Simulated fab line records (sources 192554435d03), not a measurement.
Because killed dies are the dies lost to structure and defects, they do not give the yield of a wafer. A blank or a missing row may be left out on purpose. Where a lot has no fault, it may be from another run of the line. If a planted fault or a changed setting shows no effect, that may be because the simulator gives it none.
Split-lot trial -- flow n5 finfet -- on a route of 1938 steps: 7 lots, 39 wafers read

ON THE SPLIT
At N5_SD_EPI_N_DESCUM_14 (chemistry O2, time 7.9 s), the setting time s was moved away from the recipe's 7.9 s on 12 of the 39 wafers read, by -49.4% to +38.9%. This setting was run at the recipe's value on the other wafers.

Between the split and the reading, the file records no step.

THE READING
CAR-ArF-block_of_SD_EPI_N_COAT_03.thk nm (the simulator's own value, which no gauge read), in nm, at N5_SD_EPI_N_ETCH_34 (etches SiARC in CF4, target depth 45.5 nm, time 75.8 s). No usual value for it is given in the file. Average 110.9 nm, standard deviation 0.48 nm, over the 27 wafers here run with the recipe.

wafer,"tool, chamber at the split","time s as run, s",against the recipe,"CAR-ArF-block_of_SD_EPI_N_COAT_03.thk nm, nm",against lot-mates on the recipe
L078.1,"rie diel-06, 0",10.66,+34.9%,109.8,-1.3
L078.2,"rie diel-06, 1",10.66,+34.9%,109.8,-1.3
L078.3,"rie diel-06, 2",7.9,recipe,111,-
L078.4,"rie diel-06, 3",7.9,recipe,111,-
L078.5,"rie diel-06, 0",10.66,+34.9%,109.6,-1.5
L078.6,"rie diel-06, 3",7.9,recipe,111.4,-
L081.1,"rie diel-04, 2,3,1",7.9,recipe,110.4,-
L081.2,"rie diel-04, 2,3,1",7.9,recipe,110.6,-
L081.4,"rie diel-04, 2,3,1",7.9,recipe,110.6,-
L081.3,"rie diel-04, 0,2",7.9,recipe,110.8,-
L081.5,"rie diel-04, 0,2",7.9,recipe,110.8,-
L081.6,"rie diel-04, 1",7.9,recipe,110.2,-
L088.1,"rie diel-06, 2,0",4.514,-42.9%,112.6,+1.3
L088.3,"rie diel-06, 2,0",4.514,-42.9%,112.6,+1.3
L088.2,"rie diel-06, 1",7.9,recipe,111,-
L088.4,"rie diel-06, 3",7.9,recipe,111.2,-
L088.5,"rie diel-06, 1",4.514,-42.9%,112.8,+1.5
L088.6,"rie diel-06, 0",7.9,recipe,111.6,-
L089.1,"rie diel-06, 1",10.97,+38.9%,109.2,-2.1
L089.2,"rie diel-06, 0",7.9,recipe,111.6,-
L089.3,"rie diel-06, 2",10.97,+38.9%,109.4,-1.9
L089.4,"rie diel-06, 1",10.97,+38.9%,109.4,-1.9
L089.5,"rie diel-06, 0",7.9,recipe,111.2,-
L089.6,"rie diel-06, 2",7.9,recipe,111,-
L092.1,"rie diel-03, 0,3",7.9,recipe,111.2,-
L092.2,"rie diel-03, 3",7.9,recipe,111.2,-
L092.3,"rie diel-03, 1,2,2",3.995,-49.4%,113.6,+2.5
L092.4,"rie diel-03, 1,2,2",3.995,-49.4%,113.8,+2.7
L092.6,"rie diel-03, 1,2,2",3.995,-49.4%,113.8,+2.7
L092.5,"rie diel-03, 0,3",7.9,recipe,111,-
L093.1,"rie diel-03, 1,2",7.9,recipe,110.6,-
L093.2,"rie diel-03, 3,0,2",7.9,recipe,110.2,-
L093.4,"rie diel-03, 3,0,2",7.9,recipe,110.2,-
L093.5,"rie diel-03, 3",7.9,recipe,110.2,-
L093.3,"rie diel-03, 1,2",7.9,recipe,110.4,-
L093.6,"rie diel-03, 3,0,2",7.9,recipe,110,-
L096.3,"rie diel-03, 0",7.9,recipe,111,-
L096.4,"rie diel-03, 3",7.9,recipe,111.4,-
L096.5,"rie diel-03, 3",7.9,recipe,111.8,-
Where a row lists several chambers, the file gives one row for several wafers and doesn't say which wafer went through which chamber.

THE FIT
A straight line over all 39 wafers: CAR-ArF-block_of_SD_EPI_N_COAT_03.thk nm changes by -0.0451 nm for each +1% of time s; r = -0.92; the points scatter about the line by 0.47 nm.
The same after taking each lot's own level away (the mean of its wafers on the recipe; 39 wafers): -0.0446 nm for each +1%; r = -0.97; scatter 0.28 nm.
According to that fit, moving time s by its largest amount changes the reading by 2.2 nm.
Across the lots, their own levels run from 110.27 to 111.40 nm, a range of 2.4 times the standard deviation given above.
So the lot-to-lot level changes the slope little: the two slopes agree.
Check: +2.15 nm against its lot-mates is what the line predicts for one of the wafers moved furthest among these (-49.4%) when that wafer is left out of the fit. Against them it came out at +2.47 nm.

ADDITIONAL SPLITS CARRIED BY THESE WAFERS
These wafers also went through other splits before the reading. Each is held against what the fit with the lots' levels taken away leaves over:
other split on the same wafers,wafers away from the commonest value,r with CAR-ArF-block_of_SD_EPI_N_COAT_03.thk nm (lot level and that fit taken away)
N5_ZERO_LAYER_PECVD_02 time s,12,+0.20
N5_ZERO_LAYER_DEVELOP_10 develop time s,18,-0.10

THE WHOLE CHAIN: every reading that the file lists as answering this split, in the file's order
step,what it does,reading,change (the file's fit),r (the file's)
N5_SD_EPI_N_DESCUM_14,"chemistry O2, time 7.9 s","CAR-ArF-block_of_SD_EPI_N_COAT_03.thk nm (the simulator's own value, which no gauge read)",-0.0442 nm for each +1% of the setting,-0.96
N5_SD_EPI_N_ETCH_34,"etches SiARC in CF4, target depth 45.5 nm, time 75.8 s","CAR-ArF-block_of_SD_EPI_N_COAT_03.thk nm (the simulator's own value, which no gauge read)",-0.0446 nm for each +1% of the setting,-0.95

FILE'S OWN FIT
CAR-ArF-block_of_SD_EPI_N_COAT_03.thk nm changes by -0.0446 nm for each +1% of time s, r = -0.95.
